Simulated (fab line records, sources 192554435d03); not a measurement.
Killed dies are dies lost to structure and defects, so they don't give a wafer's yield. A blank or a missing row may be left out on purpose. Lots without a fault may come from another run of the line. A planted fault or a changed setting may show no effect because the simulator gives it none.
fab line records | flow n5_finfet
record lots=7 wafers=21
route steps=1938 shown BEOL_M0_SAQP@663 BEOL_M1@761 BEOL_M2@848 BEOL_M4@1050
start_h: hours from the record's first day to the start of the lot's first wafer shown | wait_h: hours since the lot's step before | " the same as in the row above | L1.1+2: a row that stands for several wafers | - no value, or no start given | * or withheld: withheld | < > ~ a bound
route shown NAME@n: a module of which the file shows steps, and the number in the route of the first | usual: mean/standard deviation of fault-free wafers | same: alike in all rows | chamber/n: place in a boat | sites: the reading at each site | _std_site: their standard deviation | _edge_site: outer sites' mean less inner sites' | radius_mm: how far each site lies from the wafer's centre | mask NAME#n: copy n | behind: the tool/chamber that last shaped the wafer | hold: why the lot was held/for how many hours/how that ended | device: the transistor (n, p or np) that didn't switch | end of line: the same wafers' tests at the end of the route | a step without rows: its recipe alone | killed: dies lost to structure and defects at the first sort, not the wafer's yield | map: a wafer's dies, x killed, . not, _ none there
set.NAME: the setting as run; set.NAME@STEP: as run at that earlier step | model.NAME: the simulator's own value behind a step, which no gauge read
lots whose settings were changed on purpose; a table a step, a row a wafer
## steps
# step N5_BEOL_M0_SAQP_SPACER1_ALD_98
# recipe material=SiO2 target_thk_a=128 temp_c=300 ald_precursor_family=BDEAS ald_co_reactant=O2-plasma pulse_time_s=1 purge_time_s=2 co_reactant_purge_time_s=2 ald_cycles=138 pressure_torr=2
# columns lot.wafer tool chamber start_h wait_h set.ald_cycles model.SiO2_of_BEOL_M0_SAQP_SPACER1_ALD_98.thk_nm
L074.1 ald_sin-01 3 111.46 0.3 117 10.8
L074.4+5 " 1,2 " " 138 12.8
L080.2+3 ald_sin-01 2,3 144.12 0.3 138 12.8
L080.6 " 3 " " 129 12
L088.1+3 ald_sin-01 2 198.85 0.9 122 11.4
L088.4 " 3 " " 138 12.8
L089.2+4+5 ald_sin-02 1,0,0 206.08 0.3 138 12.8
L090.1 ald_sin-01 3 209.86 0.3 149 13.8
L090.4+6 " 2 " " 138 12.8
L091.1+2+4 ald_sin-02 2,0,1 213.34 0.6 138 12.8
L095.2+4+5 ald_sin-01 0,3,0 245.76 0.3 138 12.8
# step N5_BEOL_M0_SAQP_SPACER1_ETCHBACK_99
# recipe chemistry=CHF3/O2 mode=anisotropic_etchback target=SiO2 target_depth_a=154 time_s=7.7 pressure_mtorr=30 source_w=650 bias_w=170 Ar_flow_sccm=200 CHF3_flow_sccm=50 O2_flow_sccm=5 ion_energy_ev=200
# step N5_BEOL_M0_SAQP_MANDREL1_REMOVE_100
# recipe chemistry=HBr/Cl2/O2 bt_time_s=10 target=a-Si stop_on=SiNx endpoint=OES-SiCl over_etch_frac=0.85 icp_w=600 bias_w=30 HBr_flow_sccm=150 Cl2_flow_sccm=80 O2_flow_sccm=5 pressure_mtorr=10
# columns lot.wafer tool chamber start_h wait_h set.ald_cycles@BEOL_M0_SAQP_SPACER1_ALD_98 model.BEOL_M0_SAQP.cd_nm
L074.1 rie_si-05 0 112.02 0.1 117 10.8
L074.4 " 3 " " 138 12.6
L074.5 " 0 " " 138 12.8
L080.2 rie_si-06 2 144.68 0.1 138 12.8
L080.3 " 3 " " 138 12.6
L080.6 " 0 " " 129 11.8
L088.1+3 rie_si-06 0,1 199.64 0.1 122 11.4
L088.4 " 2 " " 138 12.8
L089.2+4+5 rie_si-06 0,1,3 206.64 0.1 138 12.8
L090.1 rie_si-06 2 210.94 0.1 149 13.8
L090.4+6 " 0,1 " " 138 12.8
L091.1 rie_si-06 2 213.90 0.1 138 12.8
L091.2+4 " 0,3 " " 138 12.6
L095.2+4 rie_si-06 0,1 246.32 0.1 138 12.8
L095.5 " 0 " " 138 13
# step N5_BEOL_M0_SAQP_CD_MEAS_25
# recipe target_cd_nm=13.1 landing_energy_ev=1000 detector=se_inlens
# usual cd_nm=12.78/0.23
# columns lot.wafer tool chamber start_h wait_h set.ald_cycles@BEOL_M0_SAQP_SPACER1_ALD_98 cd_nm
L074.1 cd_sem-01 0 112.13 0.1 117 10.57
L074.4 " 0 " " 138 12.73
L074.5 " 0 " " 138 12.57
L080.2 cd_sem-02 0 144.80 0.1 138 12.89
L080.3 " 0 " " 138 12.68
L080.6 " 0 " " 129 12.09
L088.1 cd_sem-01 0 199.75 0.1 122 11.19
L088.3 " 0 " " 122 11.76
L088.4 " 0 " " 138 12.69
L089.2 cd_sem-01 0 206.75 0.1 138 12.74
L089.4 " 0 " " 138 12.63
L089.5 " 0 " " 138 12.75
L090.1 cd_sem-03 0 211.05 0.1 149 13.61
L090.4 " 0 " " 138 12.72
L090.6 " 0 " " 138 12.65
L091.1 cd_sem-01 0 214.01 0.1 138 12.68
L091.2 " 0 " " 138 12.67
L091.4 " 0 " " 138 12.77
L095.2 cd_sem-03 0 246.43 0.1 138 12.61
L095.4 " 0 " " 138 13.24
L095.5 " 0 " " 138 13.06
# step N5_BEOL_M0_SAQP_ETCH_107
# recipe chemistry=CH3F/O2 target=SiNx target_depth_a=300 mask_material=SOC pressure_mtorr=30 source_w=395 bias_w=73 Ar_flow_sccm=150 CH3F_flow_sccm=30 O2_flow_sccm=20 ion_energy_ev=120
# usual rf_vpp_V=298/4.6
# columns lot.wafer tool chamber start_h wait_h set.bias_w rf_vpp_V model.BEOL_M0_SAQP.feature_depth_nm
L074.1 rie_diel-01 3 112.92 0.0 73 305 29.6
L074.4 " 1 " " 73 299 29.8
L074.5 " 3 " " 73 303 29.6
L080.2 rie_diel-06 3 145.96 0.0 73 297 30.4
L080.3 " 1 " " 84.85 337 32.4
L080.6 " 0 " " 84.85 333 31.4
L088.1 rie_diel-04 3 200.58 0.0 79.58 318 31.2
L088.3 " 1 " " 73 304 30.4
L088.4 " 0 " " 79.58 327 31.2
L089.2 rie_diel-04 1 207.58 0.0 73 302 29.8
L089.4 " 2 " " 73 290 29.2
L089.5 " 0 " " 67.48 287 28.8
L090.1 rie_diel-01 3 211.83 0.0 73 305 29.6
L090.4 " 0 " " 73 296 29.6
L090.6 " 3 " " 60.84 263 27.8
L091.1 rie_diel-01 0 214.88 0.0 73 298 29.2
L091.2 " 3 " " 73 303 29.4
L091.4 " 1 " " 73 298 30
L095.2 rie_diel-01 0 247.20 0.0 65.25 270 28.2
L095.4 " 3 " " 65.25 280 28
L095.5 " 1 " " 73 300 30
# step N5_BEOL_M1_EXPOSE_08
# recipe mask_id=M1 na=0.33 source_shape=dipole sigma_inner=0.369 sigma_outer=0.767 polarization=unpolarized dose_mj=33
# columns lot.wafer tool chamber start_h wait_h mask set.dose_mj
L074.1+5 euv_scanner-02 0 125.42 - M1#0 31.22
L074.4 " 0 " " M1#0 33
L080.2+3+6 euv_scanner-01 0 155.12 - M1#0 33
L088.1 euv_scanner-02 0 213.56 - M1#0 33
L088.3+4 " 0 " " M1#0 33.88
L089.2+5 euv_scanner-02 0 219.08 - M1#0 33
L089.4 " 0 " " M1#0 34.95
L090.1+6 euv_scanner-02 0 224.62 - M1#0 31.65
L090.4 " 0 " " M1#0 33
L091.1+2+4 euv_scanner-01 0 226.06 - M1#0 33
L095.2+5 euv_scanner-01 0 262.90 - M1#0 35.05
L095.4 " 0 " " M1#0 33
# step N5_BEOL_M1_PEB_09
# recipe peb_temp_c=100 peb_time_s=60 resist=CAR-EUV
# step N5_BEOL_M1_DEVELOP_10
# recipe develop_time_s=30 developer=TMAH resist=CAR-EUV rinse_liquid=surfactant_rinse dry=air_spin dev_temp_c=23
# step N5_BEOL_M1_CD_MEAS_11
# recipe target_cd_nm=17.05 landing_energy_ev=500 detector=se_inlens polarity=opening
# usual cd_nm=17.08/0.23
# columns lot.wafer tool chamber start_h wait_h set.dose_mj@BEOL_M1_EXPOSE_08 cd_nm
L074.1 cd_sem-02 0 125.54 - 31.22 15.96
L074.4 " 0 " " 33 17.35
L074.5 " 0 " " 31.22 16.03
L080.2 cd_sem-02 0 155.24 - 33 17.30
L080.3 " 0 " " 33 17.34
L080.6 " 0 " " 33 17.16
L088.1 cd_sem-02 0 213.69 - 33 16.95
L088.3 " 0 " " 33.88 17.76
L088.4 " 0 " " 33.88 17.56
L089.2 cd_sem-01 0 219.20 - 33 17.04
L089.4 " 0 " " 34.95 18.52
L089.5 " 0 " " 33 17.21
L090.1 cd_sem-03 0 224.75 - 31.65 16.17
L090.4 " 0 " " 33 16.98
L090.6 " 0 " " 31.65 16.00
L091.1 cd_sem-02 0 226.18 - 33 17.10
L091.2 " 0 " " 33 17.45
L091.4 " 0 " " 33 17.01
L095.2 cd_sem-02 0 263.02 - 35.05 17.77
L095.4 " 0 " " 33 16.93
L095.5 " 0 " " 35.05 18.15
# step N5_BEOL_M1_DESCUM_16
# recipe chemistry=O2 time_s=7 source_power_w=50 bias_power_w=20 pressure_mtorr=20 rf_frequency_hz=2.712e+07 temp_c=40 resist=CAR-EUV o2_flow_sccm=225
# step N5_BEOL_M1_ETCH_74
# recipe chemistry=N2/H2 target=underlayer target_depth_a=65 mask_material=CAR-EUV time_s=5.2 ion_energy_ev=200 pressure_mtorr=30 source_w=840 bias_w=150 n2_flow_sccm=200 h2_flow_sccm=200 ends=cleared
# columns lot.wafer tool chamber start_h wait_h set.dose_mj@BEOL_M1_EXPOSE_08 model.BEOL_M1.cd_offset_nm
L074.1+5 rie_diel-04 0 125.70 0.0 31.22 -1.2
L074.4 " 3 " " 33 0
L080.2 rie_diel-06 2 156.24 0.0 33 0.4
L080.3+6 " 3 " " 33 0.2
L088.1 rie_diel-06 0 213.86 0.0 33 0.2
L088.3+4 " 3,2 " " 33.88 0.6
L089.2 rie_diel-04 0 219.36 0.0 33 0
L089.4 " 1 " " 34.95 1.4
L089.5 " 1 " " 33 0.2
L090.1 rie_diel-01 1 224.91 0.0 31.65 -1
L090.4 " 2 " " 33 0
L090.6 " 0 " " 31.65 -1.2
L091.1+4 rie_diel-06 3,0 226.34 0.0 33 0
L091.2 " 1 " " 33 0.2
L095.2+5 rie_diel-06 0,2 263.30 0.0 35.05 1
L095.4 " 3 " " 33 -0.2
# step N5_BEOL_M1_ETCH_63
# recipe chemistry=CF4 target=SiARC target_depth_a=156 mask_material=CAR-EUV time_s=26 ion_energy_ev=80 pressure_mtorr=40 source_w=545 bias_w=36 Ar_flow_sccm=100 cf4_flow_sccm=100 ends=cleared
# step N5_BEOL_M1_ETCH_64
# recipe chemistry=N2/H2 target=SOC target_depth_a=750 overetch_a=150 mask_material=SiARC temp_c=40 time_s=112.5 ion_energy_ev=200 pressure_mtorr=30 source_w=840 bias_w=150 n2_flow_sccm=200 h2_flow_sccm=200
# columns lot.wafer tool chamber start_h wait_h set.dose_mj@BEOL_M1_EXPOSE_08 model.BEOL_M1.cd_offset_nm
L074.1 rie_diel-04 0 125.75 0.0 31.22 -1.4
L074.4 " 3 " " 33 -0.2
L074.5 " 0 " " 31.22 -1.2
L080.2+3+6 rie_diel-06 2,3,3 156.28 0.0 33 0.4
L088.1 rie_diel-06 0 213.90 0.0 33 0.2
L088.3 " 3 " " 33.88 1
L088.4 " 2 " " 33.88 0.6
L089.2 rie_diel-04 0 219.40 0.0 33 -0.2
L089.4 " 1 " " 34.95 1.4
L089.5 " 1 " " 33 0.2
L090.1 rie_diel-01 1 224.95 0.0 31.65 -1
L090.4 " 2 " " 33 -0.2
L090.6 " 0 " " 31.65 -1.4
L091.1 rie_diel-06 3 226.39 0.0 33 0.4
L091.2+4 " 1,0 " " 33 0.2
L095.2+5 rie_diel-06 0,2 263.34 0.0 35.05 1.2
L095.4 " 3 " " 33 -0.2
# step N5_BEOL_M1_STRIP_65
# recipe chemistry=N2/H2 temp_c=40 n2_flow_sccm=200 h2_flow_sccm=200 rf_frequency_hz=6e+07
# step N5_BEOL_M1_STRIP_75
# recipe chemistry=N2/H2 temp_c=40 n2_flow_sccm=200 h2_flow_sccm=200 rf_frequency_hz=6e+07
# step N5_BEOL_M1_STRIP_66
# recipe chemistry=CF4 resist=SiARC power_w=300 bias_power_w=75 pressure_mtorr=50 cf4_flow_sccm=150 rf_frequency_hz=6e+07
# step N5_BEOL_M1_HM_OPEN_17
# recipe chemistry=Cl2/BCl3 target_depth_a=200 overetch_a=60 target=TiN mask_material=SOC ion_energy_ev=150 pressure_mtorr=10 icp_w=1000 bias_w=126 Cl2_flow_sccm=53.25 bcl3_flow_sccm=21.75 Ar_flow_sccm=25
# columns lot.wafer tool chamber start_h wait_h set.dose_mj@BEOL_M1_EXPOSE_08 model.BEOL_M1.cd_offset_nm
L074.1 rie_metal-03 1 125.91 0.0 31.22 -1.6
L074.4 " 0 " " 33 0
L074.5 " 0 " " 31.22 -1.2
L080.2 rie_metal-01 1 156.45 0.0 33 0.6
L080.3+6 " 1,0 " " 33 0.4
L088.1 rie_metal-02 1 214.07 0.0 33 0.2
L088.3 " 1 " " 33.88 1
L088.4 " 0 " " 33.88 0.6
L089.2 rie_metal-01 1 219.57 0.0 33 -0.2
L089.4 " 0 " " 34.95 1.4
L089.5 " 0 " " 33 0.2
L090.1 rie_metal-03 0 225.12 0.0 31.65 -1
L090.4 " 1 " " 33 -0.4
L090.6 " 0 " " 31.65 -1.4
L091.1+4 rie_metal-03 0 226.56 0.0 33 0.4
L091.2 " 1 " " 33 0
L095.2 rie_metal-01 1 263.76 0.3 35.05 1.6
L095.4 " 0 " " 33 0
L095.5 " 0 " " 35.05 1.4
# step N5_BEOL_M1_STRIP_19
# recipe chemistry=O2 power_w=400 temp_c=40 pressure_mtorr=30 rf_frequency_hz=6e+07 bias_power_w=0 overash_fraction=0.2 o2_flow_sccm=225
# step N5_BEOL_M1_CD_MEAS_18
# recipe pitch_nm=36 target_cd_nm=18
# usual cd_nm=18.0/0.35
# columns lot.wafer tool chamber start_h wait_h set.dose_mj@BEOL_M1_EXPOSE_08 cd_nm
L074.1 cd_sem-02 - 126.10 0.0 31.22 16.3
L074.4 " - " " 33 18.0
L074.5 " - " " 31.22 16.7
L080.2 cd_sem-02 - 157.08 0.1 33 18.7
L080.3 " - " " 33 18.5
L080.6 " - " " 33 18.5
L088.1 cd_sem-03 - 214.25 0.0 33 18.0
L088.3 " - " " 33.88 19.0
L088.4 " - " " 33.88 18.7
L089.2 cd_sem-03 - 219.85 0.1 33 17.9
L089.4 " - " " 34.95 19.4
L089.5 " - " " 33 17.9
L090.1 cd_sem-02 - 225.30 0.0 31.65 16.9
L090.4 " - " " 33 18.0
L090.6 " - " " 31.65 16.9
L091.1 cd_sem-03 - 226.92 0.0 33 18.4
L091.2 " - " " 33 18.2
L091.4 " - " " 33 18.4
L095.2 cd_sem-01 - 263.95 0.1 35.05 19.5
L095.4 " - " " 33 17.9
L095.5 " - " " 35.05 19.2
# step N5_BEOL_M1_COAT_67
# recipe resist=SOC temp_c=250 time_s=60 spin_rpm=1500 resist_thk_nm=60
# step N5_BEOL_M1_COAT_68
# recipe resist=SiARC temp_c=220 time_s=60 spin_rpm=1500 resist_thk_nm=12
# step N5_BEOL_M1_PRECLEAN_42
# recipe chemistry=residue_remover time_s=60 temp_c=40
# step N5_BEOL_M1_SRD_43
# recipe time_s=30 temp_c=23 rinse_liquid=diw dry=ipa_marangoni
# step N5_BEOL_M1_CD_MEAS_35
# recipe target_cd_nm=18 target_cd_y_nm=21 polarity=opening
# usual cd_nm=18.0/0.35
# columns lot.wafer tool chamber start_h wait_h set.dose_mj@BEOL_M1_EXPOSE_08 cd_nm
L074.1 cd_sem-03 - 131.66 0.0 31.22 16.5
L074.4 " - " " 33 17.9
L074.5 " - " " 31.22 16.4
L080.2 cd_sem-02 - 164.98 0.0 33 18.4
L080.3 " - " " 33 18.5
L080.6 " - " " 33 18.6
L088.1 cd_sem-03 - 215.66 0.0 33 18.2
L088.3 " - " " 33.88 19.2
L088.4 " - " " 33.88 18.4
L089.2 cd_sem-03 - 221.09 0.0 33 17.4
L089.4 " - " " 34.95 19.4
L089.5 " - " " 33 18.3
L090.1 cd_sem-01 - 228.03 0.0 31.65 16.9
L090.4 " - " " 33 18.1
L090.6 " - " " 31.65 16.6
L091.1 cd_sem-01 - 228.42 0.0 33 18.4
L091.2 " - " " 33 17.9
L091.4 " - " " 33 18.4
L095.2 cd_sem-01 - 269.36 0.0 35.05 19.2
L095.4 " - " " 33 17.9
L095.5 " - " " 35.05 19.5
# step N5_BEOL_M2_COAT_05
# recipe resist=CAR-EUV spin_rpm=1500 resist_thk_nm=30
# columns lot.wafer tool chamber start_h wait_h set.spin_rpm model.CAR-EUV_of_BEOL_M2_COAT_05.thk_nm
L074.1+5 litho_track-04 0 - - 1500 30.2
L074.4 " 0 " " 1500 30
L080.2 litho_track-04 0 - - 1567 29.4
L080.3+6 " 0 " " 1500 30
L088.1 litho_track-04 0 - - 1453 30.4
L088.3+4 " 0 " " 1500 30
L089.2+4 litho_track-04 0 - - 1500 30
L089.5 " 0 " " 1376 31.2
L090.1 litho_track-03 0 - - 1500 30
L090.4+6 " 0 " " 1595 29
L091.1+2+4 litho_track-03 0 - - 1500 30
L095.2 litho_track-05 0 - - 1368 31.6
L095.4 " 0 " " 1368 31.4
L095.5 " 0 " " 1500 30
# step N5_BEOL_M2_EBR_07
# recipe solvent=PGMEA ebr_width_mm=1.5
# step N5_BEOL_M2_SOFTBAKE_06
# recipe temp_c=110 time_s=60 resist=CAR-EUV
# step N5_BEOL_M2_DESCUM_16
# recipe chemistry=O2 time_s=7 source_power_w=50 bias_power_w=20 pressure_mtorr=20 rf_frequency_hz=2.712e+07 temp_c=40 resist=CAR-EUV o2_flow_sccm=225
# columns lot.wafer tool chamber start_h wait_h set.spin_rpm@BEOL_M2_COAT_05 model.CAR-EUV_of_BEOL_M2_COAT_05.thk_nm
L074.1+4+5 rie_diel-02 0,3,2 136.26 0.2 1500 26.2
L080.2 rie_diel-03 0 171.81 0.3 1567 25.4
L080.3+6 " 1,3 " " 1500 26
L088.1 rie_diel-05 3 224.78 0.0 1453 26.4
L088.3 " 1 " " 1500 26
L088.4 " 2 " " 1500 26.2
L089.2+4 rie_diel-03 3 228.79 0.0 1500 26
L089.5 " 1 " " 1376 27.4
L090.1 rie_diel-02 0 236.23 0.1 1500 26
L090.4+6 " 1,3 " " 1595 25
L091.1+2+4 rie_diel-02 1,3,0 237.07 0.0 1500 26
L095.2 rie_diel-05 3 274.90 0.0 1368 27.6
L095.4 " 1 " " 1368 27.4
L095.5 " 3 " " 1500 26
# step N5_BEOL_M2_ETCH_64
# recipe chemistry=N2/H2 target=SOC target_depth_a=750 overetch_a=225 mask_material=SiARC temp_c=40 time_s=121.9 ion_energy_ev=200 pressure_mtorr=30 source_w=840 bias_w=150 n2_flow_sccm=200 h2_flow_sccm=200
# usual rf_vpp_V=523.4/2.5
# columns lot.wafer tool chamber start_h wait_h set.bias_w rf_vpp_V model.SiARC_of_BEOL_M2_COAT_62.thk_nm
L074.1 rie_diel-02 0 136.34 0.0 150 519.7 6.2
L074.4 " 3 " " 150 522.1 6.4
L074.5 " 2 " " 150 523.2 6.4
L080.2 rie_diel-03 0 171.89 0.0 150 522.1 6.6
L080.3 " 1 " " 150 525.5 6.6
L080.6 " 3 " " 133.4 486.9 7.2
L088.1 rie_diel-05 3 224.86 0.0 127.2 475.3 7.4
L088.3 " 1 " " 150 527.8 6.2
L088.4 " 2 " " 127.2 470.0 7.4
L089.2 rie_diel-03 3 228.87 0.0 150 523.2 6.4
L089.4 " 3 " " 142.7 507.1 6.6
L089.5 " 1 " " 150 524.0 6.6
L090.1 rie_diel-02 0 236.31 0.0 150 516.6 6.2
L090.4 " 1 " " 150 526.2 6.4
L090.6 " 3 " " 150 520.3 6.4
L091.1 rie_diel-02 1 237.15 0.0 150 526.7 6.4
L091.2 " 3 " " 150 520.7 6.4
L091.4 " 0 " " 150 517.5 6.2
L095.2 rie_diel-05 3 274.98 0.0 150 525.0 6.2
L095.4 " 1 " " 150 525.2 6.4
L095.5 " 3 " " 150 524.8 6.2
# step N5_BEOL_M4_COAT_22
# recipe resist=CAR-EUV spin_rpm=1500 resist_thk_nm=30
# columns lot.wafer tool chamber start_h wait_h set.spin_rpm model.CAR-EUV_of_BEOL_M4_COAT_22.thk_nm
L074.1 litho_track-03 0 - - 1500 29.8
L074.4+5 " 0 " " 1500 30
L080.2+6 litho_track-01 0 - - 1500 30
L080.3 " 0 " " 1658 28.6
L088.1 litho_track-03 0 - - 1500 29.8
L088.3 " 0 " " 1407 30.8
L088.4 " 0 " " 1500 30
L089.2+4 litho_track-05 0 - - 1456 30.4
L089.5 " 0 " " 1500 30
L090.1+4+6 litho_track-03 0 - - 1500 30
L091.1+2+4 litho_track-05 0 - - 1500 30
L095.2+4 litho_track-03 0 - - 1358 31.4
L095.5 " 0 " " 1500 29.8
## key
split step=N5_BEOL_M0_SAQP_SPACER1_ALD_98 setting=ald_cycles stated=138 by=wafer
response step=N5_BEOL_M0_SAQP_SPACER1_ALD_98 reading=model.SiO2_of_BEOL_M0_SAQP_SPACER1_ALD_98.thk_nm change=+0.127 per=1% r=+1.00
response step=N5_BEOL_M0_SAQP_MANDREL1_REMOVE_100 reading=model.BEOL_M0_SAQP.cd_nm change=+0.125 per=1% r=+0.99
response step=N5_BEOL_M0_SAQP_CD_MEAS_25 reading=cd_nm change=+0.122 per=1% r=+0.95
split step=N5_BEOL_M0_SAQP_ETCH_107 setting=bias_w stated=73 by=wafer
response step=N5_BEOL_M0_SAQP_ETCH_107 reading=rf_vpp_V change=+2.21 per=1% r=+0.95
response step=N5_BEOL_M0_SAQP_ETCH_107 reading=model.BEOL_M0_SAQP.feature_depth_nm change=+0.11 per=1% r=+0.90
split step=N5_BEOL_M1_EXPOSE_08 setting=dose_mj stated=33 by=wafer
response step=N5_BEOL_M1_CD_MEAS_11 reading=cd_nm change=+0.217 per=1% r=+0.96
response step=N5_BEOL_M1_ETCH_74 reading=model.BEOL_M1.cd_offset_nm change=+0.215 per=1% r=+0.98
response step=N5_BEOL_M1_ETCH_64 reading=model.BEOL_M1.cd_offset_nm change=+0.226 per=1% r=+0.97
response step=N5_BEOL_M1_HM_OPEN_17 reading=model.BEOL_M1.cd_offset_nm change=+0.237 per=1% r=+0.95
response step=N5_BEOL_M1_CD_MEAS_18 reading=cd_nm change=+0.259 per=1% r=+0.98
response step=N5_BEOL_M1_CD_MEAS_35 reading=cd_nm change=+0.261 per=1% r=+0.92
split step=N5_BEOL_M2_COAT_05 setting=spin_rpm stated=1500 by=wafer
response step=N5_BEOL_M2_COAT_05 reading=model.CAR-EUV_of_BEOL_M2_COAT_05.thk_nm change=-0.155 per=1% r=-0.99
response step=N5_BEOL_M2_DESCUM_16 reading=model.CAR-EUV_of_BEOL_M2_COAT_05.thk_nm change=-0.161 per=1% r=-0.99
split step=N5_BEOL_M2_ETCH_64 setting=bias_w stated=150 by=wafer
response step=N5_BEOL_M2_ETCH_64 reading=rf_vpp_V change=+3.52 per=1% r=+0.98
response step=N5_BEOL_M2_ETCH_64 reading=model.SiARC_of_BEOL_M2_COAT_62.thk_nm change=-0.0673 per=1% r=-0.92
split step=N5_BEOL_M4_COAT_22 setting=spin_rpm stated=1500 by=wafer
response step=N5_BEOL_M4_COAT_22 reading=model.CAR-EUV_of_BEOL_M4_COAT_22.thk_nm change=-0.148 per=1% r=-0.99
